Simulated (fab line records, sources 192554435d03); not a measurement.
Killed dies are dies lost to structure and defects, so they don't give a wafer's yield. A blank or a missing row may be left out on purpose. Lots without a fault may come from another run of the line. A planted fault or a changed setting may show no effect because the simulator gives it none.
Split-lot experiment | flow n5_finfet | 7 lots, 21 wafers read, on a route of 1938 steps

THE SPLIT
At N5_DUMMY_GATE_DESCUM_20 (chemistry O2, time 6.2 s), the setting time_s was moved away from the recipe's 6.2 s on 6 of the 21 wafers read, by -13.8% to +17.3%. The other wafers ran this setting at the recipe's value.

The reading is taken at the split's own step.

THE READING
CAR-EUV_of_DUMMY_GATE_COAT_09.thk_nm (the simulator's own value, which no gauge read), in nm, at N5_DUMMY_GATE_DESCUM_20 (chemistry O2, time 6.2 s). The file gives no usual value for it. The 15 wafers here that ran the recipe average 26.5 nm, standard deviation 0.094 nm.

wafer  | tool, chamber at the split | time_s as run, s | against the recipe | CAR-EUV_of_DUMMY_GATE_COAT_09.thk_nm, nm | against lot-mates on the recipe
L074.1 | rie_diel-01, 1,3,3         | 6.2              | recipe             | 26.4                                     | -
L074.3 | rie_diel-01, 1,3,3         | 6.2              | recipe             | 26.4                                     | -
L074.5 | rie_diel-01, 1,3,3         | 6.2              | recipe             | 26.4                                     | -
L075.3 | rie_diel-01, 3,2           | 6.2              | recipe             | 26.4                                     | -
L075.4 | rie_diel-01, 3,2           | 6.2              | recipe             | 26.4                                     | -
L075.5 | rie_diel-01, 0             | 6.2              | recipe             | 26.6                                     | -
L079.2 | rie_diel-01, 1             | 5.344            | -13.8%             | 27                                       | +0.6
L079.4 | rie_diel-01, 2             | 5.344            | -13.8%             | 26.8                                     | +0.4
L079.6 | rie_diel-01, 0             | 6.2              | recipe             | 26.4                                     | -
L082.2 | rie_diel-04, 1             | 7.258            | +17.1%             | 26                                       | -0.6
L082.5 | rie_diel-04, 0             | 7.258            | +17.1%             | 25.8                                     | -0.8
L082.6 | rie_diel-04, 1             | 6.2              | recipe             | 26.6                                     | -
L086.2 | rie_diel-01, 2             | 6.2              | recipe             | 26.4                                     | -
L086.4 | rie_diel-01, 1             | 7.27             | +17.3%             | 26                                       | -0.4
L086.6 | rie_diel-01, 1             | 7.27             | +17.3%             | 26                                       | -0.4
L091.1 | rie_diel-03, 1,3,0         | 6.2              | recipe             | 26.6                                     | -
L091.3 | rie_diel-03, 1,3,0         | 6.2              | recipe             | 26.6                                     | -
L091.4 | rie_diel-03, 1,3,0         | 6.2              | recipe             | 26.6                                     | -
L092.2 | rie_diel-03, 1,0,0         | 6.2              | recipe             | 26.4                                     | -
L092.3 | rie_diel-03, 1,0,0         | 6.2              | recipe             | 26.4                                     | -
L092.6 | rie_diel-03, 1,0,0         | 6.2              | recipe             | 26.4                                     | -
Where a row lists several chambers, the file gives one row for several wafers and doesn't say which wafer went through which chamber.

THE FIT
A straight line over all 21 wafers: CAR-EUV_of_DUMMY_GATE_COAT_09.thk_nm changes by -0.0305 nm for each +1% of time_s; r = -0.94; the points scatter about the line by 0.099 nm.
The same after taking each lot's own level away (the mean of its wafers on the recipe; 21 wafers): -0.0332 nm for each +1%; r = -0.95; scatter 0.093 nm.
On that fit, the largest move of time_s shifts the reading by 0.57 nm.
The lots' own levels span 26.40 to 26.60 nm, that is 2.1 times the standard deviation above.
So the lot-to-lot level changes the slope little: the two slopes agree.
Check: with one of the wafers moved furthest among these (+17.3%) left out of the fit, the line predicts -0.609 nm for it against its lot-mates. It came out at -0.4 nm against them.

OTHER SPLITS ON THESE WAFERS
These wafers also went through other splits before the reading. Each is held against what the fit with the lots' levels taken away leaves over:
other split on the same wafers | wafers away from the commonest value | r with CAR-EUV_of_DUMMY_GATE_COAT_09.thk_nm (lot level and that fit taken away)
N5_WELL_APT_COAT_19 spin_rpm   | 6                                    | -0.02
N5_WELL_APT_PEB_23 peb_temp_c  | 8                                    | -0.03
N5_FIN_SAQP_ETCH_65 time_s     | 10                                   | +0.32
N5_FIN_CUT_CUT_ETCH_15 time_s  | 10                                   | -0.41
N5_DUMMY_GATE_COAT_28 spin_rpm | 5                                    | -0.07

THE FILE'S OWN FIT
CAR-EUV_of_DUMMY_GATE_COAT_09.thk_nm changes by -0.033 nm for each +1% of time_s, r = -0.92.
